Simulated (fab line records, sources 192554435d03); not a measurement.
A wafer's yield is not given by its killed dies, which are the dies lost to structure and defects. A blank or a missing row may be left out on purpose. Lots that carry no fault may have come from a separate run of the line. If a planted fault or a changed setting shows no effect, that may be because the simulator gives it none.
Matching of chambers | flow n5Finfet | N5_FIN_SAQP_DESCUM_21 on rieDiel-04: 4 sister chambers
The step chemistry O2, time 7.9 s. 18 wafers are shown with their chamber, then 9 later ones without.

== WAFERS PAIRED WITH THEIR CHAMBERS ==
wafer  | chamber | showerheadPlenumPTorr (Torr) | throttleValvePct (%) | oesProductAu (a.u.)
L075.1 | 0       | 2.16                         | 20.30                | 0.72
L075.4 | 2       | 2.06                         | 20.63                | 0.95
L075.6 | 3       | 2.11                         | 20.48                | 0.82
L076.2 | 3       | 2.11                         | 20.47                | 0.82
L076.3 | 2       | 2.06                         | 20.61                | 0.95
L076.4 | 0       | 2.16                         | 20.28                | 0.72
L079.3 | 2       | 2.06                         | 20.62                | 0.93
L079.4 | 3       | 2.11                         | 20.48                | 0.82
L079.5 | 3       | 2.11                         | 20.48                | 0.81
L081.2 | 2       | 2.06                         | 20.65                | 0.90
L081.3 | 0       | 2.16                         | 20.30                | 0.70
L081.4 | 2       | 2.06                         | 20.63                | 0.91
L085.3 | 0       | 2.15                         | 20.32                | 0.70
L085.4 | 1       | 2.00                         | 20.18                | 0.78
L085.5 | 3       | 2.10                         | 20.51                | 0.79
L086.1 | 2       | 2.06                         | 20.66                | 0.90
L086.2 | 1       | 2.00                         | 20.18                | 0.77
L086.4 | 0       | 2.15                         | 20.31                | 0.70

SIGNATURES (averages over the wafers above)
reading               | chamber 0 | chamber 1 | chamber 2 | chamber 3 | scatter within a chamber
showerheadPlenumPTorr | 2.1560    | 2.0000    | 2.0600    | 2.1080    | 0.00378
throttleValvePct      | 20.3020   | 20.1800   | 20.6333   | 20.4840   | 0.0159
oesProductAu          | 0.7080    | 0.7750    | 0.9233    | 0.8120    | 0.0168
Rule: a wafer's distance from a chamber is the root of the sum, over the readings, of the square of ((its reading less the chamber's mean) divided by the reading's scatter). If the next closest chamber is less than 2 further off than the closest, the wafer can't be placed; otherwise it belongs to the closest. The scatter: take each reading less its chamber's mean, square it, sum over the shown wafers, divide by the number of wafers less the number of chambers, and take the root.

== WAFERS WHOSE CHAMBER IS MISSING ==
wafer  | showerheadPlenumPTorr (Torr) | throttleValvePct (%) | oesProductAu (a.u.)
L090.1 | 2.10                         | 20.53                | 0.79
L090.4 | 2.00                         | 20.21                | 0.77
L090.5 | 2.00                         | 20.20                | 0.78
L091.3 | 2.05                         | 20.67                | 0.89
L091.4 | 2.15                         | 20.33                | 0.70
L091.5 | 2.10                         | 20.51                | 0.78
L094.1 | 2.15                         | 20.32                | 0.69
L094.4 | 2.10                         | 20.53                | 0.78
L094.5 | 2.10                         | 20.53                | 0.78

== WHICH CHAMBER EACH WENT THROUGH ==
wafer  | from the rows above | in truth
L090.1 | 3                   | 3
L090.4 | 1                   | 1
L090.5 | 1                   | 1
L091.3 | 2                   | 2
L091.4 | 0                   | 0
L091.5 | 3                   | 3
L094.1 | 0                   | 0
L094.4 | 3                   | 3
L094.5 | 3                   | 3
9 of 9 placed correctly. From these rows, 0 cannot be placed. Number placed wrongly: 0.
